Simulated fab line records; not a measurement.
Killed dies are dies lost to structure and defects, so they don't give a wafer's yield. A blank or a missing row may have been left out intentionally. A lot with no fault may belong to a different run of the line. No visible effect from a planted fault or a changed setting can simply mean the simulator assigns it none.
Which tool is to blame? | flow nand harc | Sampling: 24 lots, 72 wafers, 4 of 1302 route steps

WHAT EACH GAUGE READ, for each wafer
NHARC_A_SGD_CUT_CD_MEAS_09 targets a cd of 100 nm. Usual: 100.0 nm for cd nm, sd 0.48.
lot  | measured     | on        | cd nm (nm)        | flag
L074 | day 19 16:28 | cd sem-01 | 100.5 99.7 101.1  |
L075 | day 19 16:18 | cd sem-02 | 99.8 99.7 100.1   |
L076 | day 20 05:45 | cd sem-03 | 99.9 100.0 100.6  |
L078 | day 20 12:41 | cd sem-03 | 99.4 100.0 99.7   |
L079 | day 20 21:58 | cd sem-03 | 100.9 100.1 100.6 |
L077 | day 20 22:26 | cd sem-01 | 99.8 99.4 99.8    |
L080 | day 20 22:16 | cd sem-02 | 100.2 100.3 99.6  |
L082 | day 21 23:39 | cd sem-01 | 99.6 100.2 100.1  |
L081 | day 21 23:29 | cd sem-01 | 101.3 100.2 100.3 |
L083 | day 22 14:11 | cd sem-01 | 100.0 101.0 100.3 |
L085 | day 23 09:58 | cd sem-03 | 99.7 99.5 99.9    |
L084 | day 23 09:48 | cd sem-02 | 100.2 99.9 100.1  |
L086 | day 23 20:34 | cd sem-03 | 100.9 100.4 100.6 |
L088 | day 25 02:39 | cd sem-03 | 100.7 100.0 99.6  |
L087 | day 25 00:10 | cd sem-01 | 100.0 100.7 100.1 |
L089 | day 25 00:00 | cd sem-02 | 99.3 99.6 100.4   |
L090 | day 25 00:19 | cd sem-03 | 99.6 99.4 98.9    |
L093 | day 26 20:54 | cd sem-02 | 99.6 100.1 100.2  |
L091 | day 26 23:46 | cd sem-01 | 99.5 99.0 99.4    |
L092 | day 26 20:36 | cd sem-02 | 99.7 99.2 99.0    |
L094 | day 27 20:02 | cd sem-02 | 99.4 100.3 99.3   |
L095 | day 28 01:41 | cd sem-01 | 100.1 100.1 99.7  |
L096 | day 28 01:25 | cd sem-02 | 99.9 100.4 99.7   |
L097 | day 28 17:25 | cd sem-02 | 99.9 99.4 100.5   |

EACH LOT AND THE TOOL THAT RAN IT (in order: tool; ch and the chambers of the sampled wafers; start)
lot  | NHARC_A_STAIRCASE_DEP_325       | NHARC_A_STAIRCASE_ETCH_444         | NHARC_A_STAIRCASE_CMP_152
L074 | pecvd-04 ch 0,1,2, day 18 20:01 | rie diel-02 ch 0,1,3, day 19 10:10 | cmp-01 ch 1,2, day 19 13:59
L075 | pecvd-02 ch 1,2, day 18 20:06   | rie diel-09 ch 0,1,3, day 19 09:29 | cmp-04 ch 0,3, day 19 13:49
L076 | pecvd-02 ch 1,2, day 19 12:53   | rie diel-02 ch 0,1,2, day 19 22:03 | cmp-04 ch 0,3, day 20 02:53
L078 | pecvd-03 ch 0,2, day 19 19:41   | rie diel-09 ch 0,1,3, day 20 05:25 | cmp-04 ch 1,2,3, day 20 10:11
L079 | pecvd-02 ch 0,1,2, day 20 03:34 | rie diel-06 ch 1,2,3, day 20 15:16 | cmp-04 ch 0,1, day 20 19:34
L077 | pecvd-03 ch 0,2, day 20 03:40   | rie diel-02 ch 2,3, day 20 14:38   | cmp-01 ch 0,1,3, day 20 19:53
L080 | pecvd-02 ch 0,1, day 20 04:08   | rie diel-09 ch 1,2, day 20 14:29   | cmp-03 ch 0,1,3, day 20 19:46
L082 | pecvd-04 ch 0,1,2, day 21 05:11 | rie diel-06 ch 0,2,3, day 21 15:28 | cmp-04 ch 0,1,2, day 21 20:16
L081 | pecvd-03 ch 0,1,2, day 21 05:16 | rie diel-09 ch 1,2,3, day 21 15:09 | cmp-03 ch 0,1,2, day 21 20:25
L083 | pecvd-02 ch 1,2, day 21 22:22   | rie diel-09 ch 0,3, day 22 06:53   | cmp-03 ch 1,3, day 22 11:41
L085 | pecvd-03 ch 0,1,2, day 22 17:25 | rie diel-06 ch 1,2,3, day 23 02:09 | cmp-03 ch 0,1,2, day 23 07:26
L084 | pecvd-04 ch 1, day 22 17:34     | rie diel-02 ch 0,1,2, day 23 02:25 | cmp-01 ch 0,1,2, day 23 07:11
L086 | pecvd-03 ch 1,2, day 23 04:21   | rie diel-02 ch 0,1,2, day 23 13:14 | cmp-01 ch 0,1,3, day 23 18:02
L088 | pecvd-04 ch 0,1,2, day 24 07:31 | rie diel-09 ch 0,1, day 24 19:07   | cmp-03 ch 1,2,3, day 25 00:04
L087 | pecvd-02 ch 0,1,2, day 24 07:50 | rie diel-09 ch 0,2, day 24 16:14   | cmp-01 ch 0,1,2, day 24 21:09
L089 | pecvd-04 ch 1,2, day 24 08:05   | rie diel-02 ch 0,2,3, day 24 16:52 | cmp-04 ch 0,3, day 24 21:10
L090 | pecvd-02 ch 0,1,2, day 24 08:19 | rie diel-06 ch 0,1, day 24 16:32   | cmp-03 ch 2,3, day 24 21:21
L093 | pecvd-04 ch 0,1,2, day 26 04:04 | rie diel-02 ch 0,1,2, day 26 13:34 | cmp-04 ch 1,2,3, day 26 18:22
L091 | pecvd-02 ch 0,2, day 26 04:04   | rie diel-02 ch 1,2,3, day 26 16:25 | cmp-03 ch 0,1,2, day 26 21:16
L092 | pecvd-03 ch 0,2, day 26 04:10   | rie diel-06 ch 1,2,3, day 26 13:23 | cmp-03 ch 0,1,3, day 26 18:13
L094 | pecvd-02 ch 0,1, day 27 02:58   | rie diel-06 ch 0,1,3, day 27 12:54 | cmp-01 ch 0,1,2, day 27 17:16
L095 | pecvd-02 ch 0,1, day 27 09:01   | rie diel-06 ch 1,2,3, day 27 17:52 | cmp-01 ch 0,2,3, day 27 23:10
L096 | pecvd-03 ch 0,1,2, day 27 09:10 | rie diel-02 ch 0,1,2, day 27 18:36 | cmp-01 ch 1,2,3, day 27 22:56
L097 | pecvd-04 ch 0,2, day 28 00:44   | rie diel-06 ch 0,2,3, day 28 10:41 | cmp-01 ch 0,3, day 28 15:01
- NHARC_A_STAIRCASE_DEP_325: deposits SiO2, target thk 7200 nm.
- NHARC_A_STAIRCASE_ETCH_444: etches the open film in C4F8/O2, target depth 20400 nm, time 6800 s.
- NHARC_A_STAIRCASE_CMP_152: polishes.

WHAT THE TOOLS THEMSELVES READ (means of the sampled wafers that have a number; where no wafer has one, the mark that the record gives instead)
NHARC_A_STAIRCASE_DEP_325. Usual: heater power outer w 392 W, standard deviation 51; heater power w 664 W, standard deviation 67.
lot  | tool     | heater power outer w (W) | heater power w (W) | flag
L074 | pecvd-04 | 404                      | 688                |
L075 | pecvd-02 | 385                      | 674                |
L076 | pecvd-02 | 336                      | 588                |
L078 | pecvd-03 | 387                      | 678                |
L079 | pecvd-02 | 384                      | 627                |
L077 | pecvd-03 | 380                      | 667                |
L080 | pecvd-02 | 396                      | 623                |
L082 | pecvd-04 | 422                      | 721                |
L081 | pecvd-03 | 416                      | 702                |
L083 | pecvd-02 | 367                      | 644                |
L085 | pecvd-03 | 412                      | 686                |
L084 | pecvd-04 | 418                      | 679                |
L086 | pecvd-03 | 374                      | 628                |
L088 | pecvd-04 | 382                      | 680                |
L087 | pecvd-02 | 378                      | 639                |
L089 | pecvd-04 | 383                      | 671                |
L090 | pecvd-02 | 379                      | 637                |
L093 | pecvd-04 | 410                      | 714                |
L091 | pecvd-02 | 429                      | 659                |
L092 | pecvd-03 | 404                      | 670                |
L094 | pecvd-02 | 394                      | 616                |
L095 | pecvd-02 | 401                      | 620                |
L096 | pecvd-03 | 362                      | 642                |
L097 | pecvd-04 | 379                      | 711                |

NHARC_A_STAIRCASE_ETCH_444. Usual: oes product au 0.934 a.u., standard deviation 0.016; rf vpp V 806 V, standard deviation 5.2.
lot  | tool        | oes product au (a.u.) | rf vpp V (V) | flag
L074 | rie diel-02 | 0.948                 | 806          |
L075 | rie diel-09 | 0.926                 | 810          |
L076 | rie diel-02 | 0.923                 | 802          |
L078 | rie diel-09 | 0.924                 | 810          |
L079 | rie diel-06 | 0.930                 | 808          |
L077 | rie diel-02 | 0.923                 | 812          |
L080 | rie diel-09 | 0.911                 | 808          |
L082 | rie diel-06 | 0.972                 | 809          |
L081 | rie diel-09 | 0.925                 | 808          |
L083 | rie diel-09 | 0.973                 | 808          |
L085 | rie diel-06 | 0.958                 | 807          |
L084 | rie diel-02 | 0.922                 | 803          |
L086 | rie diel-02 | 0.934                 | 803          |
L088 | rie diel-09 | 0.942                 | 812          |
L087 | rie diel-09 | 0.929                 | 809          |
L089 | rie diel-02 | 0.919                 | 809          |
L090 | rie diel-06 | 0.926                 | 801          |
L093 | rie diel-02 | 0.946                 | 803          |
L091 | rie diel-02 | 0.949                 | 807          |
L092 | rie diel-06 | 0.929                 | 807          |
L094 | rie diel-06 | 0.927                 | 804          |
L095 | rie diel-06 | 0.927                 | 805          |
L096 | rie diel-02 | 0.930                 | 802          |
L097 | rie diel-06 | 0.928                 | 809          |

NHARC_A_STAIRCASE_CMP_152. Usual: motor current A 12.5 A, standard deviation 0.97; pad life wafers 222, standard deviation 93; slurry flow ml min 149.9, standard deviation 0.46.
lot  | tool   | motor current A (A) | pad life wafers | slurry flow ml min | flag
L074 | cmp-01 | 14.0                | 181             | 149.4              |
L075 | cmp-04 | 11.7                | 158             | 149.9              |
L076 | cmp-04 | 11.2                | 228             | 150.4              |
L078 | cmp-04 | 12.6                | 254             | 150.1              |
L079 | cmp-04 | 11.1                | 302             | 149.8              |
L077 | cmp-01 | 12.2                | 338             | 149.7              |
L080 | cmp-03 | 12.2                | 62              | 149.7              |
L082 | cmp-04 | 12.1                | 404             | 149.9              |
L081 | cmp-03 | 12.8                | 163             | 149.6              |
L083 | cmp-03 | 12.2                | 223             | 149.8              |
L085 | cmp-03 | 12.4                | 302             | 149.8              |
L084 | cmp-01 | 13.2                | 133             | 149.7              |
L086 | cmp-01 | 12.4                | 188             | 150.4              |
L088 | cmp-03 | 12.1                | 99              | 149.9              |
L087 | cmp-01 | 13.5                | 302             | 150.0              |
L089 | cmp-04 | 10.9                | 276             | 150.2              |
L090 | cmp-03 | 12.6                | 73              | 149.8              |
L093 | cmp-04 | 12.5                | 38              | 149.8              |
L091 | cmp-03 | 12.5                | 289             | 150.0              |
L092 | cmp-03 | 12.5                | 266             | 150.0              |
L094 | cmp-01 | 13.1                | 213             | 149.6              |
L095 | cmp-01 | 12.5                | 254             | 149.8              |
L096 | cmp-01 | 12.8                | 243             | 150.1              |
L097 | cmp-01 | 11.8                | 338             | 149.8              |

THE ANSWER, worked out from the rows above alone
Rule: a lot counts as off when the mean over its wafers that have a number is more than 3 standard deviations away from the usual mean. A lot without any number at a reading at which 4 lots or more have one is off too. Where the step has rows for the other lots, those lots are counted as sound. Order of review: gauges by route order, followed by the tools' own readings, for which a lot's mean as printed above is used. The first step at which some lot is off is used, and at that step the reading that is off furthest; a lot without a number counts as furthest.
No lot is off on any of the readings shown, so nothing can be concluded from this.

WHAT WAS PUT IN BY THE SIMULATOR
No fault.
